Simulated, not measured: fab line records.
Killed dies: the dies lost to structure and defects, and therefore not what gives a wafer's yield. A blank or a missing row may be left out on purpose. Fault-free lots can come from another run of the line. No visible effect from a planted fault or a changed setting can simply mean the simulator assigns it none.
A struck lot beside a sound one ; flow nand_harc ; 43 steps out of a route of 1159
Sound: the wafers L775.4, L775.5, L775.6. Struck: wafers L785.2, L785.3 (left out: L785.1, a lot-mate that was not struck); the cause follows at the end.
Order at every step that has rows: each side's tool, ch and its chambers, its first start. Under that, the readings that differ: sound wafers ; struck wafers ; difference of the means ; sigmas: that difference in standard deviations of wafers without a fault.
alike: readings with means less than 2 such deviations apart, plus words and numbers identical on both sides. not compared: withheld readings, readings lacking a value on some wafer, bounds such as >300 that could conceal the same value, and numbers that have no deviation in the record and whose values overlap.
Wherever a step has rows on one side only, a row that says differs or no value, or a row with sigmas, the two part there. Numbers that have no deviation but don't overlap get no sigmas and don't part them. A reading missing from all wafers of one side parts the sides only when that side holds two or more wafers.

NHARC_A_CONTACT_OVL_MEAS_43:
  struck on overlay-02, day 18 23:29; sound on overlay-01, day 16 06:44
  alike: overlay_x_nm, overlay_y_nm
NHARC_A_CONTACT_INSPECT_44:
  struck on defect_inspect-02, day 18 23:31; sound on defect_inspect-02, day 16 06:46
reading;sound;struck;difference;sigmas
raw_defect_count;14 6 11;35 43;+29;+2
NHARC_A_CONTACT_DESCUM_47: chemistry O2, time 3 s.
  sound on rie_diel-02 ch 1,2, day 16 06:55; struck on rie_diel-03 ch 1,2, day 18 23:34
  alike: drypump_motor_current_A, mfc_ar_sccm, oes_product_au, rf_vpp_V, showerhead_plenum_p_Torr, throttle_valve_pct
  not compared: rf_hours_counter_h
then, 7 steps without rows for these wafers: NHARC_A_CONTACT_ETCH_48 (etches the open film in CF4, target depth 39 nm, time 65 s); NHARC_A_CONTACT_ETCH_49 (etches the open film in N2/H2, target depth 260 nm, time 475.3 s); NHARC_A_CONTACT_ETCH_50 (etches the open film in CF4/CHF3, target depth 84.7 nm, time 42.4 s); NHARC_A_CONTACT_ETCH_51 (etches the open film in O2/COS, target depth 3600 nm, time 936 s); NHARC_A_CONTACT_ETCH_111 (etches the open film in C4F8/O2/Ar, time 140 s, target depth 700 nm); NHARC_A_CONTACT_ETCH_112 (etches the open film in C4F8/O2/Ar, time 94 s, target depth 922 nm); NHARC_A_CONTACT_ETCH_113 (etches the open film in C4F8/O2/Ar, time 94 s, target depth 922 nm).
NHARC_A_CONTACT_ETCH_114: etches the open film in C4F8/O2/Ar, time 94 s, target depth 922 nm.
  sound on har_cap_etch-02 ch 0,1, day 16 08:38; struck on har_cap_etch-01 ch 0, day 19 01:13
  not compared: rf_hours_counter_h
then, 1 step without rows for these wafers: NHARC_A_CONTACT_ETCH_115 (etches the open film in C4F8/O2/Ar, time 94 s, target depth 922 nm).
NHARC_A_CONTACT_ETCH_116: etches the open film in C4F8/O2/Ar, time 94 s, target depth 922 nm.
  sound on har_cap_etch-02 ch 0,1, day 16 08:52; struck on har_cap_etch-01 ch 0, day 19 01:24
  not compared: rf_hours_counter_h
then, 5 steps without rows for these wafers: NHARC_A_CONTACT_ETCH_117 (etches the open film in C4F8/O2/Ar, time 94 s, target depth 922 nm); NHARC_A_CONTACT_ETCH_118 (etches the open film in C4F8/O2/Ar, time 94 s, target depth 922 nm); NHARC_A_CONTACT_ETCH_119 (etches the open film in C4F8/O2/Ar, time 94 s, target depth 922 nm); NHARC_A_CONTACT_ETCH_120 (etches the open film in C4F8/O2/Ar, time 94 s, target depth 922 nm); NHARC_A_CONTACT_ETCH_121 (etches the open film in C4F8/O2/Ar, time 94 s, target depth 922 nm).
NHARC_A_CONTACT_ETCH_122: etches the open film in C4F8/O2/Ar, time 95 s, target depth 930 nm.
  sound on har_cap_etch-02 ch 0,1, day 16 09:36; struck on har_cap_etch-01 ch 0, day 19 01:57
  not compared: rf_hours_counter_h
then, 2 steps without rows for these wafers: NHARC_A_CONTACT_ETCH_123 (etches the open film in C4F8/O2/Ar, time 253 s, target depth 1090 nm); NHARC_A_CONTACT_ETCH_90 (etches the open film in CH3F/O2, target depth 40 nm, time 85.7 s).
NHARC_A_CONTACT_ETCH_96: etches the open film in C4F6/O2, target depth 20 nm, time 10 s.
  sound on rie_diel-02 ch 2,3; struck on rie_diel-02 ch 0,3, day 19 02:49
reading;sound;struck;difference;sigmas
oes_product_au (a.u.);0.957 0.929 0.945;0.996 1.005;+0.057;+2
  alike: drypump_motor_current_A, mfc_ar_sccm, rf_vpp_V, showerhead_plenum_p_Torr, throttle_valve_pct
  not compared: rf_hours_counter_h
NHARC_A_CONTACT_CD_MEAS_53:
  struck on cd_sem-02, day 19 02:54; sound on cd_sem-01, day 16 10:37
  alike: cd_nm
then, 7 steps without rows for these wafers: NHARC_A_CONTACT_STRIP_99 (strips in N2/H2); NHARC_A_CONTACT_STRIP_100 (strips in CF4/CHF3); NHARC_A_CONTACT_STRIP_101 (strips in O2/COS); NHARC_A_CONTACT_ETCH_102 (etches the open film in CF4/O2, target depth 70 nm, overetch 7 nm, time 38.5 s); NHARC_A_CONTACT_STRIP_55 (strips in O2); NHARC_A_CONTACT_STRIP_56 (strips in post etch residue remover, time 600 s); NHARC_A_CONTACT_DEP_57 (deposits aC, target thk 2800 nm).
NHARC_A_CONTACT_DEP_58: deposits SiON, target thk 60 nm.
  sound on pecvd-04 ch 0,1,2, day 16 13:31; struck on pecvd-03 ch 0,1, day 19 06:42
  alike: heater_power_w
then, 10 steps without rows for these wafers: NHARC_A_CONTACT_DEHYDRATE_59 (time 120 s); NHARC_A_CONTACT_HMDS_60 (time 30 s); NHARC_A_CONTACT_COAT_61 (time 75 s); NHARC_A_CONTACT_COAT_62 (time 65 s); NHARC_A_CONTACT_COAT_63 (resist thk 90 nm); NHARC_A_CONTACT_SOFTBAKE_64 (time 55 s); NHARC_A_CONTACT_EBR_65; NHARC_A_CONTACT_EXPOSE_66 (exposes mask A CC 2); NHARC_A_CONTACT_PEB_67 (peb time 65 s); NHARC_A_CONTACT_DEVELOP_68 (develop time 35 s).
NHARC_A_CONTACT_CD_MEAS_69: target cd 200 nm.
  sound on cd_sem-03 ch 0, day 16 14:10; struck on cd_sem-01 ch 0, day 19 07:19
  alike: cd_nm
-- jump in the record: it breaks off in module A_CONTACT and resumes in module END (first step shown: number 1159 of the route), and 3 days separate the struck wafers' starts before and after --
NHARC_END_SORT_01:
  only the struck wafers appear in the record here, on prober-02 ch 0 at day 21 19:55; the sound ones have no rows

== WHERE THEY PART ==
Last at NHARC_END_SORT_01 as far as this record goes, first at NHARC_A_CONTACT_INSPECT_44.

WHY: what had been put in by the simulator
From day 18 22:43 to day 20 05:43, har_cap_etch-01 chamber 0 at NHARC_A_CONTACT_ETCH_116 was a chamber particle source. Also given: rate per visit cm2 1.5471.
